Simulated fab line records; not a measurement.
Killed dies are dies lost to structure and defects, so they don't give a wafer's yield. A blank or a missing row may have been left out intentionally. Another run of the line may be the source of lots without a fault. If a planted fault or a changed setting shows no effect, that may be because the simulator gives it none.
fab line records	flow n5-finfet
record lots=10	wafers=30	last-day=17
route steps=1938 shown BEOL_M0_SAQP@650 BEOL_M0_CUTY@711 BEOL_M4@1111 PASSIVATION@1936
lots that met no fault: taken from a fault-free run of the same line
start-h: start of the lot's first displayed wafer, in hours after the record's first day	wait-h: hours from the lot's prior step to this one	" as in the row above	L1.1+2: a single row standing in for several wafers	- value missing, or start not given	* or withheld: withheld	< > ~ a bound
route shown NAME@n: a module of which the file shows steps, and the number in the route of the first	usual: the fault-free wafers' mean and standard deviation	same: alike in all rows	chamber/n: place in a boat	sites: the reading at each site	_std_site: the standard deviation of these	_edge_site: mean of outer sites minus mean of inner sites	radius-mm: how far each site lies from the wafer's centre	mask NAME#n: copy n	behind: tool/chamber where the wafer was last shaped	hold: why the lot went on hold/how many hours it stayed there/how the hold came to an end	device: names the non-switching transistor (n, p or np)	end of line: the route-end tests of the same wafers	a step without rows: its recipe alone	killed: count of dies lost to structure and defects at first sort (not the wafer's yield)	map: a wafer's dies, marking killed ones x, the rest . and places with no die _
set.NAME: setting as actually run; set.NAME@STEP: the setting as run at that earlier step	model.NAME: the simulator's own value behind a step, which no gauge read
one table for each step of the route and one row for each wafer, over a sample of lots
services: from which hour (start-h, from the record's first day; less than 0 if before it) a tool's chamber was out of use, for how many hours, and why
## steps
# step N5_BEOL_M0_SAQP_OVL_MEAS_15
# recipe points-per-wafer=44
# usual M0_CORE_OVL=0.0/0.79
lot.wafer	tool	chamber	start-h	wait-h	M0_CORE_OVL[nm]
L802.3	overlay-02	0	129.17	0.0	0.7
L802.5	"	0	"	"	1.5
L802.6	"	0	"	"	0.0
L801.1	overlay-02	0	129.33	0.0	0.3
L801.2	"	0	"	"	-0.5
L801.6	"	0	"	"	-0.5
L806.3	overlay-01	0	144.88	0.0	0.4
L806.4	"	0	"	"	-1.4
L806.5	"	0	"	"	-0.3
L807.1	overlay-01	0	148.21	0.0	0.4
L807.2	"	0	"	"	0.5
L807.5	"	0	"	"	1.0
L809.2	overlay-01	0	162.21	0.0	1.5
L809.4	"	0	"	"	1.2
L809.6	"	0	"	"	0.5
L810.1	overlay-02	0	168.00	0.0	0.1
L810.3	"	0	"	"	0.2
L810.5	"	0	"	"	0.3
L818.2	overlay-02	0	216.04	0.0	-0.7
L818.4	"	0	"	"	-0.7
L818.5	"	0	"	"	-0.5
L819.2	overlay-01	0	220.50	0.0	-0.2
L819.3	"	0	"	"	1.3
L819.4	"	0	"	"	-0.8
L821.4	overlay-02	0	232.83	0.0	0.8
L821.5	"	0	"	"	1.2
L821.6	"	0	"	"	0.5
L822.2	overlay-02	0	242.41	0.0	-0.5
L822.3	"	0	"	"	-0.7
L822.5	"	0	"	"	-0.6
# step N5_BEOL_M0_SAQP_CD_MEAS_40
# recipe target-cd-nm=30	landing-energy-ev=500	detector=se-inlens
# usual cd-nm=30.01/0.24
lot.wafer	tool	chamber	start-h	wait-h	cd-nm
L802.3	cd-sem-03	0	134.33	-	30.13
L802.5	"	0	"	"	30.46
L802.6	"	0	"	"	30.45
L801.1	cd-sem-03	0	134.82	-	30.40
L801.2	"	0	"	"	30.20
L801.6	"	0	"	"	30.07
L806.3	cd-sem-01	0	149.42	-	30.24
L806.4	"	0	"	"	30.28
L806.5	"	0	"	"	30.36
L807.1	cd-sem-02	0	153.47	-	29.64
L807.2	"	0	"	"	29.70
L807.5	"	0	"	"	30.27
L809.2	cd-sem-01	0	166.73	-	30.14
L809.4	"	0	"	"	29.92
L809.6	"	0	"	"	29.93
L810.1	cd-sem-03	0	171.93	-	30.40
L810.3	"	0	"	"	30.20
L810.5	"	0	"	"	30.08
L818.2	cd-sem-01	0	219.73	-	29.91
L818.4	"	0	"	"	30.08
L818.5	"	0	"	"	30.03
L819.2	cd-sem-01	0	224.81	-	29.96
L819.3	"	0	"	"	29.69
L819.4	"	0	"	"	29.97
L821.4	cd-sem-03	0	237.05	-	29.85
L821.5	"	0	"	"	29.93
L821.6	"	0	"	"	30.10
L822.2	cd-sem-02	0	247.20	-	29.94
L822.3	"	0	"	"	30.26
L822.5	"	0	"	"	30.05
# step N5_BEOL_M0_SAQP_ALD_48
# recipe material=SiO2	target-thk-a=200	temp-c=100	ald-precursor-family=BDEAS	ald-co-reactant=O2-plasma	pulse-time-s=1	co-reactant-pulse-time-s=1	purge-time-s=2	co-reactant-purge-time-s=2	ald-cycles=139	pressure-torr=2
# usual ald-cycles=139/0	chamber-pressure-Torr=2.000/0.004	heater-power-w=76/7.3	precursor-pulse-height-rel=1.001/0.021
lot.wafer	tool	chamber	start-h	wait-h	ald-cycles	chamber-pressure-Torr	heater-power-w	precursor-pulse-height-rel
L802.3	ald-sin-02	1	135.36	0.0	139	2.011	81	1.018
L802.5	"	2	"	"	139	1.999	74	1.016
L802.6	"	3	"	"	139	2.003	68	0.996
L801.1	ald-sin-04	0	135.96	0.3	139	2.007	70	1.004
L801.2	"	1	"	"	139	1.997	82	0.985
L801.6	"	0	"	"	139	1.997	68	1.034
L806.3	ald-sin-02	0	149.98	0.0	139	1.997	83	1.031
L806.4	"	3	"	"	139	2.003	69	1.007
L806.5	"	2	"	"	139	2.001	74	0.993
L807.1	ald-sin-03	2	154.11	0.1	139	1.996	67	0.981
L807.2	"	0	"	"	139	2.003	70	0.998
L807.5	"	1	"	"	139	1.998	81	1.006
L809.2	ald-sin-02	2	167.14	0.0	-	-	-	-
L809.4	"	3	"	"	-	-	-	-
L809.6	"	0	"	"	-	-	-	-
L810.1	ald-sin-02	1	173.63	0.7	-	-	-	-
L810.3	"	2	"	"	-	-	-	-
L810.5	"	0	"	"	-	-	-	-
L818.2	ald-sin-02	1	220.14	0.0	139	1.998	84	1.023
L818.4	"	2	"	"	139	2.002	74	1.006
L818.5	"	0	"	"	139	2.003	84	1.034
L819.2	ald-sin-02	0	225.31	0.0	139	2.002	87	1.001
L819.3	"	2	"	"	139	1.997	73	0.965
L819.4	"	1	"	"	139	1.996	82	0.984
L821.4	ald-sin-02	3	237.52	0.1	139	1.994	66	1.027
L821.5	"	0	"	"	139	1.998	85	0.984
L821.6	"	3	"	"	139	1.992	67	1.015
L822.2	ald-sin-02	3	247.60	0.0	139	1.997	68	1.011
L822.3	"	2	"	"	139	1.996	73	0.980
L822.5	"	3	"	"	139	1.997	69	1.005
# step N5_BEOL_M0_CUTY_DESCUM_61
# recipe chemistry=O2	time-s=7.9	source-power-w=50	bias-power-w=20	pressure-mtorr=20	rf-frequency-hz=2.712e+07	temp-c=40	resist=CAR-ArF-block	o2-flow-sccm=225
# usual chamber-pressure-mTorr=20.002/0.019	drypump-motor-current-A=5.8/0.61	oes-product-au=0.77/0.085	rf-vpp-V=242.9/1.3	showerhead-plenum-p-Torr=2.07/0.072	throttle-valve-pct=20.41/0.22
lot.wafer	tool	chamber	start-h	wait-h	chamber-pressure-mTorr	drypump-motor-current-A	oes-product-au	rf-hours-counter-h	rf-vpp-V	showerhead-plenum-p-Torr	throttle-valve-pct
L802.3	rie-diel-05	0	136.66	0.1	20.024	5.2	0.68	210	243.3	2.17	20.55
L802.5	"	1	"	"	19.984	6.0	0.86	-	242.8	2.06	20.56
L802.6	"	0	"	"	20.018	5.2	0.68	-	244.9	2.17	20.55
L801.1	rie-diel-05	3	137.14	0.0	19.980	6.7	0.73	189	242.8	1.98	20.55
L801.2	"	0	"	"	20.005	5.3	0.68	210	244.6	2.17	20.54
L801.6	"	1	"	"	19.989	5.9	0.86	-	241.4	2.06	20.54
L806.3	rie-diel-06	0	151.14	0.0	20.011	6.4	0.75	152	242.6	2.02	20.68
L806.4	"	1	"	"	20.042	5.8	0.67	243	243.8	2.16	20.52
L806.5	"	3	"	"	20.030	4.8	0.78	-	242.4	2.01	20.26
L807.1	rie-diel-06	1	155.79	0.6	20.009	5.8	0.66	245	244.0	2.16	20.54
L807.2	"	3	"	"	20.009	4.8	0.77	125	243.6	2.01	20.25
L807.5	"	0	"	"	20.008	6.4	0.74	-	240.5	2.02	20.67
L818.2	rie-diel-05	3	221.55	0.1	20.004	6.7	0.72	220	241.5	1.97	20.59
L818.4	"	2	"	"	20.019	5.6	0.76	153	244.0	2.10	20.48
L818.5	"	0	"	"	19.971	5.3	0.66	-	244.7	2.16	20.58
L819.2	rie-diel-01	0	226.71	0.2	19.985	6.2	0.94	24	245.2	2.22	19.93
L819.3	"	1	"	"	20.028	5.3	0.72	193	244.6	2.07	20.66
L819.4	"	2	"	"	20.000	6.7	0.75	190	243.8	2.10	20.50
L821.4	rie-diel-06	1	238.64	0.0	19.998	5.8	0.95	-	243.3	2.15	20.17
L821.5	"	3	"	"	19.993	4.8	0.74	-	241.5	2.00	20.31
L821.6	"	2	"	"	19.984	5.3	0.80	-	242.7	2.01	20.09
L822.2	rie-diel-01	2	248.78	0.2	20.028	6.7	0.74	196	243.2	2.10	20.51
L822.3	"	3	"	"	20.018	5.9	0.97	8	243.3	2.13	20.02
L822.5	"	3	"	"	19.998	5.9	0.97	-	242.5	2.13	20.00
# step N5_BEOL_M4_RC_MEAS_101
# usual DIBL_N=36.5/2	DIBL_P=36.5/2.3	IOFF_N=0.16/0.036	IOFF_P=0.21/0.037	ION_N=672/12	ION_P=459/7.1	SS_N=71.6/0.73	SS_P=73.4/0.76	VT_N=250/3.3	VT_P=-250.5/2.9
lot.wafer	tool	chamber	start-h	wait-h	DIBL_N[mV/V]	DIBL_P[mV/V]	IOFF_N[nA/um]	IOFF_P[nA/um]	ION_N[uA/um]	ION_P[uA/um]	SS_N[mV/dec]	SS_P[mV/dec]	VT_N[mV]	VT_P[mV]
L802.3	prober-01	0	186.54	0.3	36.6	33.7	0.13	0.17	661	458	71.9	72.1	251	-253.6
L802.5	"	0	"	"	36.1	33.6	0.13	0.18	668	455	70.7	72.0	251	-250.0
L802.6	"	0	"	"	38.4	36.9	0.17	0.22	687	471	72.0	73.1	245	-247.1
L801.1	prober-02	0	191.31	0.0	37.5	37.7	0.16	0.22	672	459	71.8	74.5	248	-247.8
L801.2	"	0	"	"	39.7	40.1	0.20	0.25	676	464	72.6	74.9	248	-246.5
L801.6	"	0	"	"	38.2	38.4	0.17	0.23	673	461	72.1	74.8	250	-249.2
L806.3	prober-02	0	201.96	0.3	37.3	35.9	0.20	0.24	665	450	71.8	73.2	244	-250.3
L806.4	"	0	"	"	36.1	35.1	0.18	0.24	679	467	71.3	73.1	249	-250.9
L806.5	"	0	"	"	35.4	33.9	0.17	0.21	689	470	71.3	73.8	246	-248.8
L807.1	prober-01	0	223.32	0.0	36.5	35.9	0.14	0.19	661	453	72.5	72.6	251	-252.4
L807.2	"	0	"	"	38.1	39.1	0.18	0.24	683	469	72.6	73.7	249	-247.1
L807.5	"	0	"	"	37.2	37.3	0.16	0.21	671	459	72.4	73.2	249	-249.2
L818.2	prober-02	0	274.28	0.2	35.3	33.9	0.13	0.20	667	463	70.7	72.7	253	-247.5
L818.4	"	0	"	"	35.1	33.6	0.13	0.19	671	464	70.4	72.4	252	-250.6
L818.5	"	0	"	"	36.7	35.6	0.15	0.23	679	470	71.5	73.3	249	-247.3
L819.2	prober-02	0	296.75	0.2	36.0	36.4	0.16	0.20	654	452	72.2	73.7	251	-253.1
L819.3	"	0	"	"	32.4	33.5	0.12	0.16	668	463	70.2	72.5	250	-252.6
L819.4	"	0	"	"	38.2	40.1	0.22	0.26	693	474	72.2	73.2	244	-248.4
L821.4	prober-01	0	297.56	0.5	39.5	41.0	0.23	0.29	697	475	71.6	74.7	243	-246.4
L821.5	"	0	"	"	36.8	37.8	0.18	0.24	688	464	71.4	73.5	246	-246.8
L821.6	"	0	"	"	34.2	34.2	0.12	0.17	664	459	71.0	72.8	254	-250.7
L822.2	prober-01	0	309.41	0.2	38.1	41.2	0.24	0.30	691	474	72.1	73.9	243	-243.0
L822.3	"	0	"	"	37.5	39.5	0.21	0.26	684	467	71.8	74.3	248	-246.6
L822.5	"	0	"	"	37.7	39.4	0.21	0.26	661	449	72.3	74.0	247	-245.4
# step N5_PASSIVATION_PROBE_49
# usual defect-limited-yield=91.4/1.4	killed_at_M0_to_M3=33/11	killed_at_M4_up=13/5.3	killed-at-contacts=13/6.1	killed-at-front-end=40/11	killed-at-other=2.9/2.7	killed-dies=102/17	killed-on-rim=14/4.2	killed-open=68/13	killed-short=32/7.5	sort_bin_4_leakage=0.00/0.022	sort_bin_5_function=5.1/0.98	sort_bin_6_memory=3.2/0.69	sort-n-pass=1077/21	sort-yield-pct=91.3/1.7
# same gross-dies=1180	killed-at-back-side=0	sort_bin_8_speed[%]=0
lot.wafer	tool	chamber	start-h	wait-h	defect-limited-yield[%]	killed_at_M0_to_M3	killed_at_M4_up	killed-at-contacts	killed-at-front-end	killed-at-other	killed-dies	killed-on-rim	killed-open	killed-short	sort_bin_4_leakage[%]	sort_bin_5_function[%]	sort_bin_6_memory[%]	sort-n-pass	sort-yield-pct[%]
L802.3	prober-01	-	305.62	0.1	90.7	24	9	22	53	2	110	13	67	41	0	5.2	3.6	1070	90.7
L802.5	prober-01	-	305.72	0.2	91.2	32	10	28	31	3	104	15	68	36	0	6.0	2.6	1076	91.2
L802.6	prober-01	-	305.77	0.3	89.9	28	22	33	33	3	119	20	75	41	0	6.0	3.3	1061	89.9
L801.1	prober-02	-	309.07	0.0	89.7	41	23	18	37	3	122	24	86	33	0	5.9	4.2	1058	89.7
L801.2	prober-02	-	309.12	0.1	89.1	43	15	17	52	2	129	15	97	26	0	6.4	4.0	1051	89.1
L801.6	prober-02	-	309.32	0.3	91.0	30	15	13	37	11	106	11	76	28	0	5.3	3.4	1074	91.0
L806.3	prober-02	-	320.54	0.1	93.5	21	11	20	24	1	77	5	52	24	0	3.1	3.1	1103	93.5
L806.4	prober-02	-	320.59	0.2	94.1	16	12	15	26	1	70	7	51	19	0	3.9	1.8	1110	94.1
L806.5	prober-02	-	320.64	0.2	94.6	18	11	9	25	1	64	9	39	25	0	3.2	1.9	1116	94.6
L807.1	prober-02	-	340.53	0.0	91.6	29	22	9	39	0	99	18	69	29	0	5.3	2.8	1081	91.6
L807.2	prober-02	-	340.58	0.1	90.5	28	14	18	52	0	112	18	76	29	0	5.3	3.6	1068	90.5
L807.5	prober-02	-	340.73	0.2	92.1	39	21	8	22	3	93	12	60	32	0	4.9	2.3	1087	92.1
L810.1	prober-01	-	343.56	0.0	0	1171	1	5	3	0	1180	152	12	2	0	74.2	2.8	0	0
L810.3	prober-01	-	343.66	0.1	0	1168	3	2	6	1	1180	152	12	3	0	73.9	2.8	0	0
L810.5	prober-01	-	343.76	0.2	0	1170	2	3	5	0	1180	152	9	2	0	73.4	2.5	0	0
L809.2	prober-01	-	349.37	0.1	0	1169	1	3	7	0	1180	152	10	2	0	74.3	2.9	0	0
L809.4	prober-01	-	349.47	0.2	0	1165	4	4	7	0	1180	152	19	5	0	71.9	4.2	0	0
L809.6	prober-01	-	349.57	0.3	0	1172	1	1	6	0	1180	152	8	4	0	72.8	3.1	0	0
L818.2	prober-02	-	395.53	0.1	90.7	21	16	8	60	5	110	20	68	42	0	4.8	4.2	1070	90.7
L818.4	prober-02	-	395.63	0.2	90.3	22	11	23	58	1	115	12	70	42	0	5.8	3.4	1065	90.3
L818.5	prober-02	-	395.68	0.2	91.3	20	13	11	56	3	103	11	66	37	0	5.5	3.0	1077	91.3
L821.4	prober-02	-	411.35	0.2	91.0	30	16	13	43	4	106	18	72	33	0.08	6.4	2.3	1073	90.9
L821.5	prober-02	-	411.40	0.2	93.3	36	11	7	24	1	79	11	49	29	0	3.5	3.0	1101	93.3
L821.6	prober-02	-	411.45	0.3	89.5	52	16	9	44	3	124	22	83	40	0	6.4	4.0	1056	89.5
L819.2	prober-01	-	414.94	0.1	94.4	17	8	7	33	1	66	8	40	26	0	2.9	2.5	1114	94.4
L819.3	prober-01	-	414.99	0.1	90.8	32	13	16	42	6	109	16	72	37	0	6.7	2.3	1071	90.8
L819.4	prober-01	-	415.04	0.2	92.6	29	11	5	38	4	87	16	55	30	0	5.3	1.8	1093	92.6
L822.2	prober-02	-	419.63	0.1	92.7	24	15	10	36	1	86	8	57	28	0	3.8	3.2	1094	92.7
L822.3	prober-02	-	419.68	0.1	90.7	32	25	14	33	6	110	11	74	34	0	4.7	4.6	1070	90.7
L822.5	prober-02	-	419.78	0.2	92.6	26	14	9	35	3	87	6	62	25	0	3.6	3.3	1093	92.6
# killed by level:class
L802.3 FIN_SAQP:geometric-particle:open=19 FIN_SAQP:geometric-particle:short=13 MOL_CONTACT_COAG:geometric-particle:open=13 MOL_CONTACT_COAG:geometric-particle:short=9 BEOL_M3:geometric-particle:open=6 BEOL_M4:geometric-particle:open=6 STARTING-WAFER:geometric-particle:open=6 BEOL_M0_SAQP:geometric-particle:short=4
L802.5 MOL_CONTACT_COAG:geometric-particle:open=22 FIN_SAQP:geometric-particle:open=10 STI_FIN_REVEAL:geometric-particle:open=9 BEOL_M0_SAQP:geometric-particle:short=7 MOL_CONTACT_COAG:geometric-particle:short=6 BEOL_M4:geometric-particle:open=6 BEOL_M0_SAQP:geometric-particle:open=5 BEOL_M0:geometric-particle:short=5
L802.6 MOL_CONTACT_COAG:geometric-particle:open=24 MOL_CONTACT_COAG:geometric-particle:short=9 BEOL_M1:geometric-particle:open=9 BEOL_M4:geometric-particle:open=9 FIN_SAQP:geometric-particle:open=8 STI_FIN_REVEAL:geometric-particle:open=5 GATE_CUT:geometric-particle:short=5 BEOL_M1:geometric-particle:short=4
L801.1 BEOL_M4:geometric-particle:open=16 MOL_CONTACT_COAG:geometric-particle:open=13 DUMMY_GATE:geometric-particle:open=12 BEOL_M0_SAQP:geometric-particle:short=11 BEOL_M3:geometric-particle:open=9 BEOL_M0_SAQP:geometric-particle:open=7 GATE_CUT:geometric-particle:short=6 STARTING-WAFER:geometric-particle:open=6
L801.2 STI_FIN_REVEAL:geometric-particle:open=14 MOL_CONTACT_COAG:geometric-particle:open=14 BEOL_M1:geometric-particle:open=12 BEOL_M0_SAQP:geometric-particle:open=11 BEOL_M4:geometric-particle:open=10 DUMMY_GATE:geometric-particle:open=9 BEOL_M2:geometric-particle:open=6 STARTING-WAFER:geometric-particle:open=6
L801.6 BEOL_M1:geometric-particle:open=10 BEOL_M4:geometric-particle:open=10 STI_FIN_REVEAL:geometric-particle:open=9 DUMMY_GATE:geometric-particle:open=9 MOL_CONTACT_COAG:geometric-particle:open=9 FIN_SAQP:geometric-particle:open=6 BEOL_M0_SAQP:geometric-particle:open=6 PASS1_CAP:geometric-particle:short=5
L806.3 MOL_CONTACT_COAG:geometric-particle:open=16 FIN_SAQP:geometric-particle:short=8 FIN_SAQP:geometric-particle:open=6 BEOL_M4:geometric-particle:open=6 BEOL_M1:geometric-particle:open=5 MOL_CONTACT_COAG:geometric-particle:short=4 BEOL_M0_SAQP:geometric-particle:short=4 BEOL_M2:geometric-particle:open=4
L806.4 MOL_CONTACT_COAG:geometric-particle:open=9 FIN_SAQP:geometric-particle:open=8 BEOL_M4:geometric-particle:open=7 MOL_CONTACT_COAG:geometric-particle:short=6 BEOL_M1:geometric-particle:open=5 GATE_CUT:geometric-particle:short=4 BEOL_M0_SAQP:geometric-particle:open=4 BEOL_M3:geometric-particle:open=3
L806.5 MOL_CONTACT_COAG:geometric-particle:open=6 GATE_CUT:geometric-particle:open=5 BEOL_M4:geometric-particle:open=5 GATE_CUT:geometric-particle:short=4 BEOL_M1:geometric-particle:open=4 MOL_CONTACT_COAG:geometric-particle:short=3 BEOL_M0_SAQP:geometric-particle:open=3 BEOL_M3:geometric-particle:open=3
L807.1 BEOL_M2:geometric-particle:open=10 BEOL_M4:geometric-particle:open=10 FIN_SAQP:geometric-particle:short=9 STI_FIN_REVEAL:geometric-particle:open=9 MOL_CONTACT_COAG:geometric-particle:open=9 BEOL_M0_SAQP:geometric-particle:open=8 FIN_SAQP:geometric-particle:open=5 STI_FIN_REVEAL:geometric-particle:short=4
L807.2 STI_FIN_REVEAL:geometric-particle:open=17 MOL_CONTACT_COAG:geometric-particle:open=14 FIN_SAQP:geometric-particle:open=12 BEOL_M0_SAQP:geometric-particle:open=9 BEOL_M0_SAQP:geometric-particle:short=8 FIN_SAQP:geometric-particle:short=6 BEOL_M4:geometric-particle:open=5 MOL_CONTACT_COAG:geometric-particle:short=4
L807.5 BEOL_M2:geometric-particle:open=12 BEOL_M4:geometric-particle:open=11 BEOL_M0_SAQP:geometric-particle:short=8 FIN_SAQP:geometric-particle:short=7 MOL_CONTACT_COAG:geometric-particle:open=5 BEOL_M0_SAQP:geometric-particle:open=5 BEOL_M3:geometric-particle:open=5 DUMMY_GATE:geometric-particle:open=3
L810.1 BEOL_M0_SAQP:lost-pattern=1159 BEOL_M0_SAQP:area-ald=7 MOL_CONTACT_COAG:geometric-particle:open=5 BEOL_M1:geometric-particle:open=2 BEOL_M2:geometric-particle:open=2 FIN_SAQP:geometric-particle:short=1 STI_FIN_REVEAL:geometric-particle:open=1 GATE_CUT:geometric-particle:short=1
L810.3 BEOL_M0_SAQP:lost-pattern=1164 FIN_SAQP:geometric-particle:open=2 STI_FIN_REVEAL:geometric-particle:open=2 BEOL_M0_SAQP:geometric-particle:open=2 BEOL_M4:geometric-particle:open=2 GATE_CUT:geometric-particle:open=1 MOL_CONTACT_COAG:geometric-particle:open=1 MOL_CONTACT_COAG:geometric-particle:short=1
L810.5 BEOL_M0_SAQP:lost-pattern=1164 BEOL_M0_SAQP:area-ald=4 MOL_CONTACT_COAG:geometric-particle:open=3 FIN_SAQP:geometric-particle:open=2 FIN_SAQP:geometric-particle:short=1 STARTING-WAFER:geometric-particle:open=1 STI_FIN_REVEAL:geometric-particle:open=1 BEOL_M0_SAQP:geometric-particle:short=1
L809.2 BEOL_M0_SAQP:lost-pattern=1161 BEOL_M0_SAQP:area-ald=7 STI_FIN_REVEAL:geometric-particle:open=5 MOL_CONTACT_COAG:geometric-particle:open=2 GATE_CUT:geometric-particle:short=1 MOL_CONTACT_COAG:geometric-particle:short=1 BEOL_M0_SAQP:geometric-particle:open=1 BEOL_M8:geometric-particle:open=1
L809.4 BEOL_M0_SAQP:lost-pattern=1150 BEOL_M0_SAQP:area-ald=6 MOL_CONTACT_COAG:geometric-particle:open=4 FIN_SAQP:geometric-particle:open=3 BEOL_M4:geometric-particle:open=3 STI_FIN_REVEAL:geometric-particle:open=2 BEOL_M0_SAQP:geometric-particle:open=2 BEOL_M0_SAQP:geometric-particle:short=2
L809.6 BEOL_M0_SAQP:lost-pattern=1167 DUMMY_GATE:geometric-particle:open=2 STI_FIN_REVEAL:geometric-particle:open=1 GATE_CUT:geometric-particle:short=1 MOL_CONTACT_COAG:geometric-particle:open=1 BEOL_M0_SAQP:geometric-particle:short=1 BEOL_M0_SAQP:geometric-particle:open=1 BEOL_M3:geometric-particle:open=1
L818.2 FIN_SAQP:geometric-particle:open=14 FIN_SAQP:geometric-particle:short=11 STI_FIN_REVEAL:geometric-particle:open=11 GATE_CUT:geometric-particle:short=9 BEOL_M4:geometric-particle:open=7 MOL_CONTACT_COAG:geometric-particle:open=5 BEOL_M0_SAQP:geometric-particle:open=5 BEOL_M0_SAQP:geometric-particle:short=4
L818.4 FIN_SAQP:geometric-particle:open=23 MOL_CONTACT_COAG:geometric-particle:open=17 FIN_SAQP:geometric-particle:short=12 BEOL_M0_SAQP:geometric-particle:short=7 STI_FIN_REVEAL:geometric-particle:open=5 BEOL_M0_SAQP:geometric-particle:open=5 MOL_CONTACT_COAG:geometric-particle:short=4 ILD0:geometric-particle:short=4
L818.5 STI_FIN_REVEAL:geometric-particle:open=14 FIN_SAQP:geometric-particle:short=14 FIN_SAQP:geometric-particle:open=10 MOL_CONTACT_COAG:geometric-particle:open=9 BEOL_M4:geometric-particle:open=9 GATE_CUT:geometric-particle:short=7 BEOL_M1:geometric-particle:open=6 BEOL_M0_SAQP:geometric-particle:short=5
L821.4 FIN_SAQP:geometric-particle:open=12 FIN_SAQP:geometric-particle:short=11 MOL_CONTACT_COAG:geometric-particle:open=9 BEOL_M4:geometric-particle:open=9 STI_FIN_REVEAL:geometric-particle:open=8 BEOL_M1:geometric-particle:open=8 BEOL_M0_SAQP:geometric-particle:open=7 DUMMY_GATE:geometric-particle:open=5
L821.5 STI_FIN_REVEAL:geometric-particle:open=10 BEOL_M3:geometric-particle:short=9 BEOL_M1:geometric-particle:open=7 MOL_CONTACT_COAG:geometric-particle:open=6 BEOL_M2:geometric-particle:open=6 BEOL_M3:geometric-particle:open=6 FIN_SAQP:geometric-particle:short=4 BEOL_M0_SAQP:geometric-particle:short=4
L821.6 FIN_SAQP:geometric-particle:open=17 BEOL_M2:geometric-particle:open=12 BEOL_M0_SAQP:geometric-particle:short=10 BEOL_M1:geometric-particle:open=9 STI_FIN_REVEAL:geometric-particle:open=8 MOL_CONTACT_COAG:geometric-particle:open=7 FIN_SAQP:geometric-particle:short=6 BEOL_M3:geometric-particle:short=6
L819.2 FIN_SAQP:geometric-particle:open=11 MOL_CONTACT_COAG:geometric-particle:open=7 BEOL_M0_SAQP:geometric-particle:short=7 FIN_SAQP:geometric-particle:short=6 STARTING-WAFER:geometric-particle:open=5 BEOL_M0:geometric-particle:open=4 STARTING-WAFER:geometric-particle:short=4 DUMMY_GATE:geometric-particle:open=2
L819.3 FIN_SAQP:geometric-particle:open=13 BEOL_M2:geometric-particle:open=12 MOL_CONTACT_COAG:geometric-particle:open=11 FIN_SAQP:geometric-particle:short=9 STI_FIN_REVEAL:geometric-particle:open=9 BEOL_M0_SAQP:geometric-particle:open=6 MOL_CONTACT_COAG:geometric-particle:short=5 BEOL_M1:geometric-particle:open=5
L819.4 FIN_SAQP:geometric-particle:open=14 FIN_SAQP:geometric-particle:short=8 BEOL_M1:geometric-particle:open=7 BEOL_M3:geometric-particle:open=6 STI_FIN_REVEAL:geometric-particle:open=5 MOL_CONTACT_COAG:geometric-particle:open=4 BEOL_M0_SAQP:geometric-particle:open=4 BEOL_M4:geometric-particle:open=4
L822.2 FIN_SAQP:geometric-particle:short=10 BEOL_M4:geometric-particle:open=10 FIN_SAQP:geometric-particle:open=9 MOL_CONTACT_COAG:geometric-particle:open=9 STI_FIN_REVEAL:geometric-particle:open=6 BEOL_M1:geometric-particle:open=6 BEOL_M0_SAQP:geometric-particle:short=5 BEOL_M0:geometric-particle:open=5
L822.3 MOL_CONTACT_COAG:geometric-particle:open=14 BEOL_M0_SAQP:geometric-particle:open=11 BEOL_M4:geometric-particle:open=11 FIN_SAQP:geometric-particle:open=10 BEOL_M0_SAQP:geometric-particle:short=9 FIN_SAQP:geometric-particle:short=7 STI_FIN_REVEAL:geometric-particle:open=5 BEOL_M1:geometric-particle:open=5
L822.5 BEOL_M1:geometric-particle:open=10 MOL_CONTACT_COAG:geometric-particle:open=8 FIN_SAQP:geometric-particle:open=7 FIN_SAQP:geometric-particle:short=7 BEOL_M4:geometric-particle:open=6 GATE_CUT:geometric-particle:short=6 DUMMY_GATE:geometric-particle:open=5 BEOL_M2:geometric-particle:open=4
## services
tool	chamber	start-h	hours	kind
ald-sin-04	-	112.72	2.8	pm
rie-diel-05	1	116.27	3.7	repair
rie-diel-06	2	128.59	2.3	repair
ald-sin-04	3	132.14	3.9	repair
rie-diel-05	0	156.68	4.6	repair
rie-diel-06	1	173.05	-	clean
rie-diel-06	1	173.05	-	consumable-replace:focus-ring
rie-diel-06	0	176.57	2.9	repair
ald-sin-03	-	177.13	14.0	pm
ald-sin-04	2	177.27	15.7	repair
rie-diel-01	3	183.44	7.2	repair
ald-sin-02	3	197.71	27.5	repair
rie-diel-06	1	199.25	14.5	repair
rie-diel-06	-	209.18	0.3	repair
rie-diel-06	-	210.01	4.8	repair
ald-sin-02	0	210.11	3.2	repair
rie-diel-06	1	216.20	8.8	repair
rie-diel-06	2	216.94	4.0	repair
rie-diel-06	0	227.20	14.4	repair
ald-sin-04	-	229.30	6.1	pm
rie-diel-05	-	236.83	0.2	repair
ald-sin-03	1	238.18	10.3	repair
ald-sin-02	-	238.54	4.3	repair
rie-diel-06	2	241.76	6.5	repair
## key
first-sign step=N5_BEOL_M0_SAQP_ALD_48	reading=tool-record	direction=missing
effect step=N5_PASSIVATION_PROBE_49	reading=killed_at_M0_to_M3	direction=up	sigmas=99+	usual=33	struck=1169
met-at N5_BEOL_M0_SAQP_ALD_48
struck-lots L809,L810
later-rows-left-out L809.2,L809.4,L809.6,L810.1,L810.3,L810.5
not-acting-at N5_BEOL_M0_SAQP_OVL_MEAS_15,N5_BEOL_M0_SAQP_CD_MEAS_40,N5_BEOL_M0_CUTY_DESCUM_61
onset-between 149.98 167.14
fault kind=skipped-step-whole	tool=ald-sin-02	chamber=-	onset-h=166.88	steps=N5_BEOL_M0_SAQP_ALD_48	scope=struck-lots-only
# later-rows-left-out: the simulator's readings of these wafers behind a module that went badly wrong aren't trusted and aren't shown, but for the sort
